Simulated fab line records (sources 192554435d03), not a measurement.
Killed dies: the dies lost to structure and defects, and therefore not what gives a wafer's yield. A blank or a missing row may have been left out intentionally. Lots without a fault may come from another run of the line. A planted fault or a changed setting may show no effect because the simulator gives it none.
Which of the tools did it? | flow n5 finfet | 72 wafers from 24 lots sampled at 4 of the route's 1938 steps

## WHAT THE GAUGES SHOWED, per wafer
N5_WELL_APT_CD_MEAS_25: target cd 200 nm.
lot  | measured    | on        | cd nm (nm)
L074 | day 1 15:08 | cd sem-01 | 201.3 199.6 199.9
L075 | day 1 21:26 | cd sem-02 | 201.0 201.3 201.7
L076 | day 2 02:53 | cd sem-01 | 202.4 202.4 203.7
L077 | day 2 09:08 | cd sem-02 | 201.0 202.6 202.0
L078 | day 2 14:51 | cd sem-02 | 199.5 202.4 197.4
L079 | day 2 21:02 | cd sem-01 | 201.6 200.1 199.0
L080 | day 3 03:04 | cd sem-02 | 197.6 199.9 198.1
L081 | day 3 08:58 | cd sem-01 | 201.2 200.3 201.6
L082 | day 3 14:41 | cd sem-02 | 203.3 200.9 204.2
L083 | day 3 20:42 | cd sem-02 | 200.5 201.5 201.0
L084 | day 4 03:03 | cd sem-03 | 200.7 200.3 199.1
L085 | day 4 09:13 | cd sem-01 | 199.6 197.9 199.2
L086 | day 4 16:11 | cd sem-03 | 201.4 200.5 199.2
L087 | day 4 21:09 | cd sem-02 | 201.6 199.8 199.1
L088 | day 5 02:49 | cd sem-02 | 200.4 200.2 200.2
L089 | day 5 09:10 | cd sem-03 | 201.9 202.2 200.7
L090 | day 5 15:04 | cd sem-03 | 200.5 199.5 200.8
L091 | day 5 20:56 | cd sem-03 | 199.4 198.6 197.1
L092 | day 6 02:56 | cd sem-02 | 200.9 201.0 199.8
L093 | day 6 09:05 | cd sem-01 | 202.0 199.4 200.7
L094 | day 6 15:04 | cd sem-03 | 201.0 200.3 200.8
L095 | day 6 21:33 | cd sem-01 | 201.1 200.8 200.1
L096 | day 7 03:17 | cd sem-01 | 199.5 201.0 196.8
L097 | day 7 08:41 | cd sem-01 | 199.8 199.6 200.6

N5_WELL_APT_OVL_MEAS_26.
lot  | measured    | on         | PWELL_OVL (nm)
L074 | day 1 15:10 | overlay-01 | 0 -5 3
L075 | day 1 21:28 | overlay-01 | -3 -2 -1
L076 | day 2 02:55 | overlay-01 | 9 4 4
L077 | day 2 09:10 | overlay-02 | -4 -4 -1
L078 | day 2 14:53 | overlay-02 | 5 3 -2
L079 | day 2 21:04 | overlay-02 | 2 4 2
L080 | day 3 03:05 | overlay-01 | -8 -4 -11
L081 | day 3 08:59 | overlay-01 | 0 7 0
L082 | day 3 14:43 | overlay-02 | 6 4 -1
L083 | day 3 20:44 | overlay-01 | 3 -4 -1
L084 | day 4 03:05 | overlay-01 | -4 -9 -12
L085 | day 4 09:15 | overlay-01 | -4 -7 -6
L086 | day 4 16:13 | overlay-01 | 0 -5 -2
L087 | day 4 21:11 | overlay-01 | 2 -4 -3
L088 | day 5 02:50 | overlay-02 | -1 3 6
L089 | day 5 09:11 | overlay-02 | 5 -1 -3
L090 | day 5 15:05 | overlay-02 | -5 -7 0
L091 | day 5 20:58 | overlay-02 | 3 -6 1
L092 | day 6 02:58 | overlay-01 | -3 -2 10
L093 | day 6 09:07 | overlay-02 | -6 -9 -10
L094 | day 6 15:05 | overlay-02 | 1 -16 -3
L095 | day 6 21:35 | overlay-02 | 3 2 -12
L096 | day 7 03:19 | overlay-02 | 7 -2 4
L097 | day 7 08:43 | overlay-02 | 1 -1 -5

N5_WELL_APT_INSPECT_27: inspects for defects (macro).
lot  | measured    | on                | raw defect count
L074 | day 1 15:11 | defect inspect-01 | 3 0 1
L075 | day 1 21:30 | defect inspect-02 | 0 2 3
L076 | day 2 02:56 | defect inspect-02 | 3 2 1
L077 | day 2 09:11 | defect inspect-02 | 1 2 1
L078 | day 2 14:55 | defect inspect-02 | 1 2 2
L079 | day 2 21:05 | defect inspect-02 | 1 6 3
L080 | day 3 03:07 | defect inspect-02 | 2 1 0
L081 | day 3 09:01 | defect inspect-01 | 2 3 2
L082 | day 3 14:44 | defect inspect-01 | 2 3 0
L083 | day 3 20:46 | defect inspect-01 | 4 0 4
L084 | day 4 03:07 | defect inspect-02 | 2 1 2
L085 | day 4 09:16 | defect inspect-02 | 4 4 2
L086 | day 4 16:14 | defect inspect-02 | 2 0 2
L087 | day 4 21:13 | defect inspect-01 | 2 3 1
L088 | day 5 02:52 | defect inspect-02 | 2 3 4
L089 | day 5 09:13 | defect inspect-01 | 1 1 1
L090 | day 5 15:07 | defect inspect-01 | 3 2 1
L091 | day 5 20:59 | defect inspect-02 | 3 4 0
L092 | day 6 02:59 | defect inspect-01 | 3 2 1
L093 | day 6 09:08 | defect inspect-01 | 4 0 2
L094 | day 6 15:07 | defect inspect-01 | 1 2 3
L095 | day 6 21:37 | defect inspect-01 | 4 3 2
L096 | day 7 03:20 | defect inspect-01 | 3 3 2
L097 | day 7 08:44 | defect inspect-02 | 1 4 3

N5_PMOS_HMC_CHANNEL_EPI_THK_MEAS_22.
lot  | measured    | on            | HMC_CMP_THK (nm)
L074 | day 1 19:44 | film metro-01 | 53.9 54.0 55.0
L075 | day 2 02:14 | film metro-02 | 54.4 55.2 55.2
L076 | day 2 07:41 | film metro-01 | 53.9 54.2 54.7
L077 | day 2 13:40 | film metro-01 | 53.9 53.9 54.0
L078 | day 2 19:31 | film metro-02 | 53.5 54.5 53.7
L079 | day 3 01:32 | film metro-02 | 53.5 54.5 54.6
L080 | day 3 07:34 | film metro-02 | 53.6 53.6 53.2
L081 | day 3 13:35 | film metro-01 | 55.3 54.1 54.5
L082 | day 3 19:16 | film metro-02 | 54.3 54.0 54.9
L083 | day 4 01:23 | film metro-02 | 53.9 54.7 53.7
L084 | day 4 08:36 | film metro-01 | 54.3 54.5 54.4
L085 | day 4 14:28 | film metro-02 | 53.7 54.2 53.7
L086 | day 4 22:01 | film metro-02 | 53.3 53.8 54.4
L087 | day 5 02:11 | film metro-02 | 53.9 55.0 54.1
L088 | day 5 07:11 | film metro-02 | 54.7 55.1 54.4
L089 | day 5 13:54 | film metro-02 | 54.6 54.2 54.5
L090 | day 5 20:22 | film metro-01 | 54.3 53.7 53.6
L091 | day 6 02:24 | film metro-01 | 54.2 54.8 55.1
L092 | day 6 07:40 | film metro-01 | 54.0 54.3 54.4
L093 | day 6 13:36 | film metro-02 | 53.7 54.8 54.7
L094 | day 6 19:34 | film metro-02 | 53.9 54.3 54.1
L095 | day 7 03:25 | film metro-01 | 53.7 55.0 55.2
L096 | day 7 08:22 | film metro-01 | 54.2 53.3 54.0
L097 | day 7 13:31 | film metro-01 | 54.5 54.8 53.8

## WHICH TOOL RAN EACH LOT (tool, then ch and the chambers of the sampled wafers, then the start)
The record shows no process step preceding these readings.

## AS READ BY THE TOOLS THEMSELVES (means over the sampled wafers that have a number; for cases with no such wafer, the mark the record gives instead)
The record holds no such reading with a usual standard deviation.

## THE ANSWER, worked out from the rows above alone
Rule: usual is defined by the lots themselves. The widest of any qualifying gaps counts: lots, ordered by their means at a reading, are off when they make up no more than a third of the lots, leave a main group of 4 or more, and stand apart from it by 3 or more times the standard deviation of that group's means. If all means in a main group match to the digits the tables above print for the reading, that group is not used. A lot without any number at a reading at which 4 lots or more have one is off too. Where the step has rows for the other lots, those lots are counted as sound. First the gauges in route order, then the tools' own readings, where a lot's mean is used as printed above. The first step at which some lot is off is used, and at that step the reading that is off furthest; a lot without a number counts as furthest.
None of the lots is off at any reading shown; this tells nothing.

## WHAT THE SIMULATOR HAD INSERTED
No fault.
